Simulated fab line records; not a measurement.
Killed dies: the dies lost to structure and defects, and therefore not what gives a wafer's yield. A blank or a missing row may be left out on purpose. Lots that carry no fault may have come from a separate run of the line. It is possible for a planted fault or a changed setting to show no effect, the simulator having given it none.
Split-lot study | flow n5 finfet | on a route of 1938 steps: 7 lots, 21 wafers read

## ON THE SPLIT
At N5_BEOL_M10_VIA_ETCH_34 (etches SiCOH lowk in C4F6/O2, target depth 184.5 nm, time 69.2 s), the setting time s was moved away from the recipe's 69.2 s on 7 of the 21 wafers read, by -22.1% to +22.0%. For the rest of the wafers, this setting stayed at what the recipe calls for.

Reading taken at the split's own step.

## THE READING
SOC_of_BEOL_M10_COAT_63.thk nm (the simulator's own value, which no gauge read), in nm, at N5_BEOL_M10_VIA_ETCH_34 (etches SiCOH lowk in C4F6/O2, target depth 184.5 nm, time 69.2 s). The file does not state a usual value for it. Across the 14 wafers here that went through the recipe, the average is 92.0 nm and the standard deviation 0.34 nm.

wafer  | tool, chamber at the split | time s as run, s | against the recipe | SOC_of_BEOL_M10_COAT_63.thk nm, nm | against lot-mates on the recipe
L076.1 | rie diel-03, 3             | 53.94            | -22.1%             | 92.8                               | +1.1
L076.4 | rie diel-03, 1             | 69.2             | recipe             | 91.6                               | -
L076.5 | rie diel-03, 1             | 69.2             | recipe             | 91.8                               | -
L084.1 | rie diel-01, 2             | 84.43            | +22.0%             | 90                                 | -1.8
L084.4 | rie diel-01, 0             | 69.2             | recipe             | 91.8                               | -
L084.5 | rie diel-01, 1             | 84.43            | +22.0%             | 89.6                               | -2.2
L085.1 | rie diel-03, 1             | 69.2             | recipe             | 92.4                               | -
L085.3 | rie diel-03, 2             | 69.2             | recipe             | 92.4                               | -
L085.5 | rie diel-03, 0             | 63.96            | -7.6%              | 92.8                               | +0.4
L086.2 | rie diel-04, 1             | 69.2             | recipe             | 92                                 | -
L086.4 | rie diel-04, 1             | 69.2             | recipe             | 92.4                               | -
L086.5 | rie diel-04, 2             | 69.2             | recipe             | 92.4                               | -
L088.1 | rie diel-04, 0             | 80.51            | +16.3%             | 91.2                               | -0.9
L088.4 | rie diel-04, 1             | 69.2             | recipe             | 92                                 | -
L088.6 | rie diel-04, 0             | 69.2             | recipe             | 92.2                               | -
L089.2 | rie diel-04, 2             | 69.2             | recipe             | 91.4                               | -
L089.3 | rie diel-04, 1             | 69.2             | recipe             | 91.6                               | -
L089.6 | rie diel-04, 2             | 69.2             | recipe             | 91.6                               | -
L091.1 | rie diel-04, 0             | 81.74            | +18.1%             | 90.4                               | -1.6
L091.4 | rie diel-04, 3             | 81.74            | +18.1%             | 89.8                               | -2.2
L091.6 | rie diel-04, 2             | 69.2             | recipe             | 92                                 | -

THE FIT
A straight line over all 21 wafers: SOC_of_BEOL_M10_COAT_63.thk nm changes by -0.0799 nm for each +1% of time s; r = -0.89; the points scatter about the line by 0.43 nm.
The same after taking each lot's own level away (the mean of its wafers on the recipe; 21 wafers): -0.0792 nm for each +1%; r = -0.95; scatter 0.28 nm.
The reading moves by 1.7 nm for the largest change in time s, on that fit.
Across the lots, their own levels run from 91.53 to 92.40 nm, a range of 2.6 times the standard deviation given above.
Consequently the slope shifts little with the lot-to-lot level, the two slopes agreeing.
Check: +1.93 nm against its lot-mates is what the line predicts for one of the wafers moved furthest among these (-22.1%) when that wafer is left out of the fit. It came out at +1.1 nm against them.

## THE WHOLE CHAIN: every reading that the file lists as answering this split, in the file's order
step                    | what it does                                                     | reading                                                                         | change (the file's fit)                | r (the file's)
N5_BEOL_M10_VIA_ETCH_34 | etches SiCOH lowk in C4F6/O2, target depth 184.5 nm, time 69.2 s | etch.depth nm (the simulator's own value, which no gauge read)                  | +1.72 nm for each +1% of the setting   | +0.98
N5_BEOL_M10_VIA_ETCH_34 | etches SiCOH lowk in C4F6/O2, target depth 184.5 nm, time 69.2 s | SOC_of_BEOL_M10_COAT_63.thk nm (the simulator's own value, which no gauge read) | -0.0742 nm for each +1% of the setting | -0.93

## THE FILE'S OWN FIT
SOC_of_BEOL_M10_COAT_63.thk nm changes by -0.0742 nm for each +1% of time s, r = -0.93.
